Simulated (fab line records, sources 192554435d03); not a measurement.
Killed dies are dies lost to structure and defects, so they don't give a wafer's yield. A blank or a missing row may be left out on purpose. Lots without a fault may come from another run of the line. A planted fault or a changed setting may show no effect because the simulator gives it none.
fab line records | flow n5_finfet
record lots=10 wafers=30 last_day=18
route steps=1938 shown SD_EPI_P@320 BEOL_M4@1091 PASSIVATION@1936
lots that met no fault: from a run of the same line without faults
start_h: hours from the record's first day to the start of the lot's first wafer shown | wait_h: hours since the lot's step before | " the same as in the row above | L1.1+2: a row that stands for several wafers | - no value, or no start given | * or withheld: withheld | < > ~ a bound
route shown NAME@n: a module of which the file shows steps, and the number in the route of the first | usual: mean/standard deviation of fault-free wafers | same: alike in all rows | chamber/n: place in a boat | sites: the reading at each site | _std_site: their standard deviation | _edge_site: outer sites' mean less inner sites' | radius_mm: how far each site lies from the wafer's centre | mask NAME#n: copy n | behind: the tool/chamber that last shaped the wafer | hold: why the lot was held/for how many hours/how that ended | device: the transistor (n, p or np) that didn't switch | end of line: the same wafers' tests at the end of the route | a step without rows: its recipe alone | killed: dies lost to structure and defects at the first sort, not the wafer's yield | map: a wafer's dies, x killed, . not, _ none there
set.NAME: the setting as run; set.NAME@STEP: as run at that earlier step | model.NAME: the simulator's own value behind a step, which no gauge read
steps of the route over a sample of lots; a table a step, a row a wafer
services: from which hour (start_h, from the record's first day; less than 0 if before it) a tool's chamber was out of use, for how many hours, and why
## steps
# step N5_SD_EPI_P_VAPOR_ETCH_44
# recipe chemistry=NF3/Ar target=SiGe30 temp_c=25 time_s=3.3 mode=isotropic
# columns lot.wafer tool chamber start_h wait_h
L419.3+4+5 epi_rpcvd-02 0 55.93 0.1
L420.1+2+5 epi_rpcvd-04 0 63.92 0.2
L424.2+4+6 epi_rpcvd-04 0 85.37 0.1
L425.1+2+4 epi_rpcvd-04 0 94.04 0.1
L428.1+3+4 epi_rpcvd-04 0 108.11 0.1
L429.1+3+6 epi_rpcvd-04 0 115.52 0.1
L430.3+4+5 epi_rpcvd-04 0 123.71 0.1
L431.4+5+6 epi_rpcvd-04 0 132.92 0.1
L433.2+4+5 epi_rpcvd-02 0 141.70 0.1
L441.1+2+4 epi_rpcvd-01 0 189.55 0.1
# step N5_BEOL_M4_ANNEAL_87
# recipe temp_c=400 time_s=240 ambient=vacuum
# usual heater_power_w=848/66
# columns lot.wafer tool chamber start_h wait_h heater_power_w
L419.3 pvd_sputter-01 - 166.42 0.0 845
L419.4 " - " " 910
L419.5 " - " " 847
L420.1 pvd_sputter-01 - 181.66 0.0 855
L420.2 " - " " 894
L420.5 " - " " 896
L424.2 pvd_sputter-03 - 209.34 0.0 717
L424.4 " - " " 865
L424.6 " - " " 853
L425.1 pvd_sputter-03 - 219.72 0.0 738
L425.2 " - " " 847
L425.4 " - " " 922
L428.1 pvd_sputter-02 - 224.97 0.0 891
L428.3 " - " " 800
L428.4 " - " " 913
L429.1 pvd_sputter-01 - 234.33 0.0 859
L429.3 " - " " 963
L429.6 " - " " 833
L430.3 pvd_sputter-01 - 241.17 0.0 954
L430.4 " - " " 846
L430.5 " - " " 783
L431.4 pvd_sputter-02 - 249.02 0.0 795
L431.5 " - " " 762
L431.6 " - " " 883
L433.2 pvd_sputter-02 - 266.30 0.0 778
L433.4 " - " " 785
L433.5 " - " " 770
L441.1 pvd_sputter-03 - 314.34 0.0 865
L441.2 " - " " 881
L441.4 " - " " 707
# step N5_BEOL_M4_PRE_CLEAN_60
# recipe gas=NH3/H2 time_s=15 temp_c=* rf_power_w=300
# usual heater_power_w=98/23
# columns lot.wafer tool chamber start_h wait_h heater_power_w since_wet_clean_h
L419.3 cvd_co-02 1 168.26 0.0 136 1147
L419.4 " 2 " " 92 -
L419.5 " 0 " " 65 -
L420.1 cvd_co-01 0 183.69 0.0 78 944
L420.2 " 2 " " 95 484
L420.5 " 0 " " 78 -
L424.2 cvd_co-01 2 211.18 0.0 95 512
L424.4 " 2 " " 95 -
L424.6 " 0 " " 81 -
L425.1 cvd_co-02 2 222.61 0.3 90 305
L425.2 " 1 " " 137 1201
L425.4 " 1 " " 135 -
L428.1 cvd_co-02 1 226.81 0.0 136 1205
L428.3 " 2 " " 91 309
L428.4 " 2 " " 91 -
L429.1 cvd_co-01 0 236.36 0.1 81 996
L429.3 " 2 " " 97 537
L429.6 " 0 " " 80 -
L430.3 cvd_co-01 1 243.01 0.0 113 106
L430.4 " 0 " " 78 -
L430.5 " 1 " " 115 -
L431.4 cvd_co-02 2 250.90 0.1 90 -
L431.5 " 2 " " 90 -
L431.6 " 1 " " 137 -
L433.2 cvd_co-02 2 268.20 0.1 93 350
L433.4 " 2 " " 92 -
L433.5 " 1 " " 134 -
L441.1 cvd_co-01 0 316.19 0.0 79 1076
L441.2 " 1 " " 116 180
L441.4 " 1 " " 118 -
# step N5_BEOL_M4_CO_CAP_55
# recipe material=Co target_thk_a=20 temp_c=200 precursor=CCTBA/H2 pressure_torr=30 time_s=102.1
# usual heater_power_w=252/29
# columns lot.wafer tool chamber start_h wait_h heater_power_w since_wet_clean_h
L419.3 cvd_co-02 1 168.30 0.0 303 1147
L419.4 " 2 " " 246 -
L419.5 " 0 " " 208 -
L420.1 cvd_co-01 0 183.73 0.0 226 944
L420.2 " 2 " " 247 484
L420.5 " 0 " " 223 -
L424.2 cvd_co-01 2 211.22 0.0 245 512
L424.4 " 2 " " 246 -
L424.6 " 0 " " 232 -
L425.1 cvd_co-02 2 222.65 0.0 248 305
L425.2 " 1 " " 308 1201
L425.4 " 1 " " 313 -
L428.1 cvd_co-02 1 226.85 0.0 299 1206
L428.3 " 2 " " 239 309
L428.4 " 2 " " 243 -
L429.1 cvd_co-01 0 236.40 0.0 228 996
L429.3 " 2 " " 248 537
L429.6 " 0 " " 225 -
L430.3 cvd_co-01 1 243.05 0.0 268 106
L430.4 " 0 " " 231 -
L430.5 " 1 " " 271 -
L431.4 cvd_co-02 2 250.97 0.1 246 -
L431.5 " 2 " " 244 -
L431.6 " 1 " " 297 -
L433.2 cvd_co-02 2 268.24 0.0 245 350
L433.4 " 2 " " 239 -
L433.5 " 1 " " 290 -
L441.1 cvd_co-01 0 316.23 0.0 227 1076
L441.2 " 1 " " 270 180
L441.4 " 1 " " 278 -
# step N5_BEOL_M4_RC_MEAS_101
# usual DIBL_N=35.9/1.3 DIBL_P=36.3/1.5 IOFF_N=0.153/0.023 IOFF_P=0.208/0.028 IOFF_P_85C=3.6/0.41 IOFF_P_LIN=0.099/0.011 ION_N=672/9.7 ION_P=462/6.6 REXT_P=101.0/2.3 SS_N=71.5/0.53 SS_P=73.3/0.59 VT_N=250.4/2.7 VT_P=-250.5/3 VT_P_LVT=-99/3.1
# columns lot.wafer tool chamber start_h wait_h DIBL_N[mV/V] DIBL_P[mV/V] IOFF_N[nA/um] IOFF_P[nA/um] IOFF_P_85C[nA/um] IOFF_P_LIN[nA/um] ION_N[uA/um] ION_P[uA/um] REXT_P[ohm.um] SS_N[mV/dec] SS_P[mV/dec] VT_N[mV] VT_P[mV] VT_P_LVT[mV]
L419.3 prober-02 0 168.84 0.3 35.3 35.2 0.137 0.175 3.1 0.084 660 453 105.0 71.3 73.1 250.9 -254.6 -103
L419.4 " 0 " " 36.9 37.2 0.162 0.197 3.4 0.090 679 461 104.8 71.8 73.7 249.6 -255.0 -102
L419.5 " 0 " " 34.4 33.8 0.120 0.152 2.8 0.076 660 450 105.5 70.7 72.3 254.1 -257.9 -105
L420.1 prober-01 0 183.96 0.0 35.9 35.8 0.154 0.189 3.3 0.089 673 457 102.1 71.3 73.1 251.8 -254.4 -100
L420.2 " 0 " " 37.1 37.6 0.182 0.213 3.7 0.097 677 457 100.7 71.6 73.7 251.6 -250.9 -99
L420.5 " 0 " " 37.2 37.0 0.181 0.215 3.7 0.096 684 465 102.0 72.2 74.0 248.6 -250.2 -98
L424.2 prober-02 0 211.64 0.2 35.9 36.9 0.143 0.198 3.5 0.093 655 451 99.4 71.9 72.9 253.9 -255.0 -102
L424.4 " 0 " " 37.1 38.6 0.173 0.225 3.8 0.101 671 461 100.4 71.3 73.9 248.6 -249.8 -100
L424.6 " 0 " " 34.8 36.6 0.137 0.194 3.4 0.091 666 459 99.6 70.9 72.7 251.7 -250.7 -103
L425.1 prober-01 0 223.00 0.0 36.8 37.2 0.170 0.235 4.1 0.108 681 470 99.1 72.2 73.8 248.3 -249.1 -97
L425.2 " 0 " " 36.9 35.8 0.168 0.222 3.9 0.104 685 469 99.5 70.7 73.4 248.3 -250.4 -98
L425.4 " 0 " " 35.7 35.7 0.149 0.217 3.8 0.101 671 467 97.4 71.8 73.9 252.0 -249.9 -98
L428.1 prober-02 0 227.20 0.0 35.7 35.8 0.135 0.180 3.2 0.086 675 460 97.7 71.3 73.6 253.1 -249.9 -99
L428.3 " 0 " " 37.4 38.7 0.173 0.224 3.9 0.103 684 471 98.1 71.7 73.5 247.8 -248.1 -96
L428.4 " 0 " " 37.4 38.2 0.169 0.213 3.7 0.098 686 464 97.9 71.9 73.1 247.4 -251.0 -97
L429.1 prober-01 0 236.63 0.0 35.1 34.6 0.125 0.201 3.5 0.101 666 466 99.6 70.8 72.6 253.6 -245.9 -97
L429.3 " 0 " " 35.7 35.3 0.141 0.216 3.7 0.107 670 462 100.2 71.6 73.7 248.8 -247.0 -95
L429.6 " 0 " " 35.5 34.3 0.130 0.203 3.5 0.101 668 463 100.1 71.7 73.0 253.1 -245.9 -97
L430.3 prober-01 0 243.81 0.3 35.8 31.3 0.141 0.119 2.3 0.064 670 432 116.8 71.3 72.2 252.4 -260.6 -106
L430.4 " 0 " " 34.1 32.7 0.116 0.167 3.0 0.085 649 450 99.7 70.6 72.7 257.0 -254.7 -100
L430.5 " 0 " " 34.7 30.5 0.120 0.112 2.2 0.060 654 434 116.1 70.8 72.5 253.8 -261.2 -108
L431.4 prober-02 0 251.67 0.5 36.8 35.5 0.161 0.211 3.6 0.100 677 454 106.0 71.4 74.0 253.2 -251.8 -101
L431.5 " 0 " " 34.5 29.5 0.123 0.107 2.1 0.059 660 423 124.0 71.1 72.0 253.4 -262.8 -112
L431.6 " 0 " " 35.1 33.3 0.129 0.176 3.1 0.088 659 454 103.8 71.6 73.3 254.8 -253.2 -102
L433.2 prober-02 0 268.63 0.2 36.0 36.8 0.177 0.237 4.1 0.114 687 471 104.1 71.6 73.8 243.4 -248.4 -95
L433.4 " 0 " " 37.6 37.8 0.198 0.244 4.2 0.116 664 460 104.1 72.9 74.2 246.2 -247.6 -96
L433.5 " 0 " " 36.6 36.5 0.174 0.235 4.1 0.113 676 465 103.4 71.9 73.4 246.1 -246.4 -94
L441.1 prober-02 0 316.46 0.0 34.8 35.7 0.130 0.177 3.2 0.090 667 465 100.2 71.1 73.4 252.7 -253.0 -103
L441.2 " 0 " " 35.1 36.5 0.138 0.189 3.4 0.095 674 461 100.8 71.4 72.4 252.6 -253.8 -101
L441.4 " 0 " " 36.2 37.1 0.155 0.208 3.6 0.101 671 459 101.2 71.0 73.0 252.4 -251.6 -99
# step N5_PASSIVATION_PROBE_49
# usual defect_limited_yield=91.1/1.5 killed_at_M0_to_M3=35/9.5 killed_at_M4_up=13/5.2 killed_at_contacts=12/6.1 killed_at_front_end=41/14 killed_at_other=3.8/2.9 killed_dies=105/17 killed_open=70/13 killed_short=33/8.4 sort_bin_5_function=5.1/0.97 sort_bin_6_memory=3.4/0.69 sort_bin_8_speed=0.00/0.007 sort_n_pass=1075/17 sort_yield_pct=91.1/1.5
# same gross_dies=1180 killed_at_back_side=0 sort_bin_4_leakage[%]=0
# columns lot.wafer tool chamber start_h wait_h defect_limited_yield[%] killed_at_M0_to_M3 killed_at_M4_up killed_at_contacts killed_at_front_end killed_at_other killed_dies killed_open killed_short sort_bin_5_function[%] sort_bin_6_memory[%] sort_bin_8_speed[%] sort_n_pass sort_yield_pct[%]
L419.3 prober-01 - 271.02 0.1 91.8 47 8 12 24 6 97 54 43 4.5 3.5 0 1083 91.8
L419.4 prober-01 - 271.07 0.2 90.7 47 12 8 35 8 110 69 39 5.0 3.9 0 1070 90.7
L419.5 prober-01 - 271.12 0.2 93.6 22 10 14 24 5 75 59 14 3.6 2.5 0 1105 93.6
L424.2 prober-01 - 318.47 0.1 89.8 37 15 11 55 2 120 68 51 5.8 3.8 0 1060 89.8
L424.4 prober-01 - 318.57 0.2 91.4 25 13 5 55 3 101 56 45 5.3 3.1 0 1079 91.4
L424.6 prober-01 - 318.67 0.3 90.3 29 9 7 63 7 115 70 43 5.8 3.1 0 1065 90.3
L430.3 prober-01 - 354.44 0.1 91.8 38 16 11 29 3 97 59 37 4.8 3.1 19.58 852 72.2
L430.4 prober-01 - 354.49 0.2 91.4 32 16 21 29 4 102 73 26 5.2 3.4 0 1078 91.4
L430.5 prober-01 - 354.54 0.2 92.1 27 16 10 39 1 93 61 30 4.4 3.0 30.00 733 62.1
L431.4 prober-01 - 355.32 0.2 91.4 36 11 15 29 10 101 63 36 5.1 3.1 0 1079 91.4
L431.5 prober-01 - 355.37 0.2 93.1 30 8 6 30 7 81 50 29 3.3 3.1 55.17 448 38.0
L431.6 prober-01 - 355.42 0.3 89.8 31 12 20 48 9 120 80 37 5.3 4.7 0 1060 89.8
# killed by level:class
L419.3 BEOL_M0_SAQP:geometric_particle:short=14 MOL_CONTACT_COAG:geometric_particle:open=10 FIN_SAQP:geometric_particle:short=8 BEOL_M0_SAQP:geometric_particle:open=8 DUMMY_GATE:geometric_particle:open=7 BEOL_M3:geometric_particle:open=6 BEOL_M2:geometric_particle:open=6 BEOL_M1:geometric_particle:open=5
L419.4 BEOL_M1:geometric_particle:open=16 BEOL_M0_SAQP:geometric_particle:short=12 BEOL_M0_SAQP:geometric_particle:open=8 GATE_CUT:geometric_particle:short=7 MOL_CONTACT_COAG:geometric_particle:open=7 DUMMY_GATE:geometric_particle:open=6 FIN_SAQP:geometric_particle:short=5 BEOL_M4:geometric_particle:open=5
L419.5 MOL_CONTACT_COAG:geometric_particle:open=12 STI_FIN_REVEAL:geometric_particle:open=8 BEOL_M1:geometric_particle:open=6 BEOL_M2:geometric_particle:open=5 BEOL_M3:geometric_particle:open=4 GATE_CUT:geometric_particle:open=3 GATE_CUT:geometric_particle:short=3 BEOL_M0_SAQP:geometric_particle:open=3
L424.2 FIN_SAQP:geometric_particle:short=10 FIN_SAQP:geometric_particle:open=10 BEOL_M3:geometric_particle:open=9 MOL_CONTACT_COAG:geometric_particle:open=9 BEOL_M0_SAQP:geometric_particle:short=9 STI_FIN_REVEAL:geometric_particle:open=7 BEOL_M4:geometric_particle:open=7 GATE_CUT:geometric_particle:short=5
L424.4 FIN_SAQP:geometric_particle:short=11 FIN_SAQP:geometric_particle:open=8 STI_FIN_REVEAL:geometric_particle:open=7 GATE_CUT:geometric_particle:short=7 BEOL_M0_SAQP:geometric_particle:short=6 BEOL_M0_SAQP:geometric_particle:open=6 BEOL_M3:geometric_particle:short=6 DUMMY_GATE:geometric_particle:open=4
L424.6 DUMMY_GATE:geometric_particle:open=11 GATE_CUT:geometric_particle:short=10 STI_FIN_REVEAL:geometric_particle:open=8 FIN_SAQP:geometric_particle:open=7 FIN_SAQP:geometric_particle:short=7 BEOL_M0_SAQP:geometric_particle:open=7 BEOL_M3:geometric_particle:open=7 GATE_CUT:geometric_particle:open=6
L430.3 BEOL_M0_SAQP:geometric_particle:short=12 BEOL_M4:geometric_particle:open=8 MOL_CONTACT_COAG:geometric_particle:open=7 BEOL_M0_SAQP:geometric_particle:open=6 BEOL_M2:geometric_particle:open=6 BEOL_M3:geometric_particle:open=6 STARTING-WAFER:geometric_particle:short=5 FIN_SAQP:geometric_particle:short=4
L430.4 MOL_CONTACT_COAG:geometric_particle:open=17 BEOL_M0_SAQP:geometric_particle:open=10 STI_FIN_REVEAL:geometric_particle:open=9 BEOL_M0_SAQP:geometric_particle:short=9 FIN_SAQP:geometric_particle:short=5 FIN_SAQP:geometric_particle:open=5 BEOL_M3:geometric_particle:open=5 BEOL_M5:geometric_particle:open=5
L430.5 FIN_SAQP:geometric_particle:open=8 MOL_CONTACT_COAG:geometric_particle:open=8 FIN_SAQP:geometric_particle:short=7 BEOL_M0_SAQP:geometric_particle:open=7 STI_FIN_REVEAL:geometric_particle:open=6 GATE_CUT:geometric_particle:open=5 BEOL_M0_SAQP:geometric_particle:short=5 BEOL_M0:geometric_particle:open=5
L431.4 MOL_CONTACT_COAG:geometric_particle:open=14 STI_FIN_REVEAL:geometric_particle:open=13 BEOL_M0_SAQP:geometric_particle:short=8 BEOL_M0_SAQP:geometric_particle:open=6 BEOL_M2:geometric_particle:short=6 BEOL_M1:geometric_particle:open=5 BEOL_M7:geometric_particle:open=5 BEOL_M3:geometric_particle:open=4
L431.5 STI_FIN_REVEAL:geometric_particle:open=11 BEOL_M1:geometric_particle:open=9 BEOL_M0_SAQP:geometric_particle:short=7 STI_FIN_REVEAL:geometric_particle:short=5 GATE_CUT:geometric_particle:short=5 MOL_CONTACT_COAG:geometric_particle:open=5 GATE_CUT:geometric_particle:open=4 PASS1_CAP:geometric_particle:open=4
L431.6 STI_FIN_REVEAL:geometric_particle:open=13 MOL_CONTACT_COAG:geometric_particle:open=12 BEOL_M1:geometric_particle:open=10 DUMMY_GATE:geometric_particle:open=9 MOL_CONTACT_COAG:geometric_particle:short=8 BEOL_M0_SAQP:geometric_particle:open=6 BEOL_M4:geometric_particle:open=6 STI_FIN_REVEAL:geometric_particle:short=5
## services
# columns tool chamber start_h hours kind
pvd_sputter-02 - 69.55 28.8 repair
cvd_co-02 0 70.46 15.5 repair
cvd_co-01 1 114.67 - clean
cvd_co-01 1 114.67 22.0 scheduled_down
cvd_co-01 1 114.67 22.0 vent_cycle
epi_rpcvd-01 - 116.06 14.6 pm
pvd_sputter-01 - 118.42 0.9 repair
epi_rpcvd-01 - 130.66 2.8 pm
pvd_sputter-01 - 136.93 1.7 repair
pvd_sputter-01 - 147.86 3.0 repair
cvd_co-02 - 148.24 6.9 pm
cvd_co-01 2 172.74 5.5 repair
epi_rpcvd-04 - 185.58 14.6 pm
epi_rpcvd-04 - 215.14 1.6 repair
cvd_co-01 - 219.86 6.0 pm
pvd_sputter-03 - 229.48 0.6 repair
cvd_co-02 0 246.03 8.4 repair
epi_rpcvd-04 - 259.73 6.0 pm
cvd_co-02 - 264.13 0.7 repair
## key
first_sign step=N5_BEOL_M4_RC_MEAS_101 reading=REXT_P direction=up sigmas=7.8 usual=101.0 struck=119.0
effect step=N5_BEOL_M4_RC_MEAS_101 reading=ION_P direction=down sigmas=4.9 usual=462 struck=430
effect step=N5_BEOL_M4_RC_MEAS_101 reading=DIBL_P direction=down sigmas=3.8 usual=36.3 struck=30.4
effect step=N5_BEOL_M4_RC_MEAS_101 reading=VT_P direction=down sigmas=3.7 usual=-250.5 struck=-261.6
effect step=N5_BEOL_M4_RC_MEAS_101 reading=IOFF_P_85C direction=down sigmas=3.5 usual=3.6 struck=2.2
effect step=N5_BEOL_M4_RC_MEAS_101 reading=IOFF_P_LIN direction=down sigmas=3.5 usual=0.099 struck=0.061
effect step=N5_BEOL_M4_RC_MEAS_101 reading=IOFF_P direction=down sigmas=3.4 usual=0.208 struck=0.113
effect step=N5_BEOL_M4_RC_MEAS_101 reading=VT_P_LVT direction=down sigmas=3.2 usual=-99 struck=-109
effect step=N5_PASSIVATION_PROBE_49 reading=sort_bin_8_speed direction=up sigmas=99+ usual=0.00 struck=34.92
met_at N5_SD_EPI_P_VAPOR_ETCH_44
struck_lots L430,L431
struck_wafers L430.3,L430.5,L431.5
not_acting_at N5_BEOL_M4_ANNEAL_87,N5_BEOL_M4_PRE_CLEAN_60,N5_BEOL_M4_CO_CAP_55
onset_between 115.52 123.71
fault kind=process_parameter_drift tool=epi_rpcvd-04 chamber=- onset_h=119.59 steps=N5_SD_EPI_P_VAPOR_ETCH_44 channel=time_s offset=* shape=step end_h=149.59 scope=struck_wafers_only acts_in=* stated=*
